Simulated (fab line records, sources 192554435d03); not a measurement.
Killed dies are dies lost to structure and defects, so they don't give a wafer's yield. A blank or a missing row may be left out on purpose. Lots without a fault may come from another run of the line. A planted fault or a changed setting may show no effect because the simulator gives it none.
Chamber matching | flow n5_finfet | N5_BEOL_M13_ILD_DEP_00 on pecvd-01: 3 sister chambers
The step deposits SiOC from DEMS/O2, target thk 837.92 nm, time 166.4 s. 16 wafers are shown with their chamber, then 8 later ones without.

WAFERS WITH THEIR CHAMBER
wafer  | chamber | throttle_valve_pct (%) | heater_power_w (W) | showerhead_plenum_p_Torr (Torr)
L074.2 | 2       | 11.5                   | 360                | 5.675
L074.3 | 1       | 13.4                   | 430                | 5.694
L074.5 | 0       | 11.6                   | 441                | 5.675
L078.1 | 2       | 11.7                   | 359                | 5.670
L078.2 | 0       | 11.5                   | 550                | 5.686
L078.4 | 0       | 11.7                   | 442                | 5.690
L080.1 | 2       | 12.0                   | 345                | 5.670
L080.2 | 1       | 13.3                   | 447                | 5.700
L080.6 | 2       | 11.7                   | 374                | 5.674
L081.1 | 0       | 11.8                   | 499                | 5.695
L081.4 | 0       | 11.5                   | 534                | 5.680
L081.6 | 2       | 11.8                   | 386                | 5.679
L083.2 | 0       | 11.5                   | 481                | 5.694
L083.3 | 2       | 11.8                   | 382                | 5.666
L083.4 | 0       | 11.6                   | 522                | 5.693
L091.4 | 0       | 11.6                   | 440                | 5.687

SIGNATURES (means of the wafers above)
reading                  | chamber 0 | chamber 1 | chamber 2 | scatter within a chamber
throttle_valve_pct       | 11.600    | 13.350    | 11.750    | 0.13
heater_power_w           | 488.62    | 438.50    | 367.67    | 34.3
showerhead_plenum_p_Torr | 5.68750   | 5.69700   | 5.67233   | 0.00603
Rule: a wafer's distance from a chamber is the root of the sum, over the readings, of the square of ((its reading less the chamber's mean) divided by the reading's scatter). The wafer belongs to the nearest chamber; if the next one is less than 2 further off, it can't be placed. The scatter: the root of (the sum of the squares of (reading less its chamber's mean) over the shown wafers, divided by (wafers less chambers)).

WAFERS WITHOUT THEIR CHAMBER
wafer  | throttle_valve_pct (%) | heater_power_w (W) | showerhead_plenum_p_Torr (Torr)
L091.5 | 13.6                   | 406                | 5.699
L091.6 | 11.8                   | 306                | 5.684
L094.1 | 11.4                   | 437                | 5.695
L094.3 | 12.0                   | 382                | 5.679
L094.5 | 11.7                   | 527                | 5.679
L097.2 | 11.7                   | 342                | 5.687
L097.3 | 12.0                   | 358                | 5.686
L097.5 | 11.6                   | 484                | 5.686

WHICH CHAMBER EACH WENT THROUGH
wafer  | from the rows above     | in truth
L091.5 | 1                       | 1
L091.6 | 2                       | 2
L094.1 | 0                       | 0
L094.3 | 2                       | 2
L094.5 | 0                       | 0
L097.2 | can't be placed: 2 or 0 | 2
L097.3 | can't be placed: 2 or 0 | 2
L097.5 | 0                       | 0
Placed correctly: 6 of 8. Can't be placed from these rows: 2 (the true chamber is among the candidates in 2). Placed wrongly: 0.
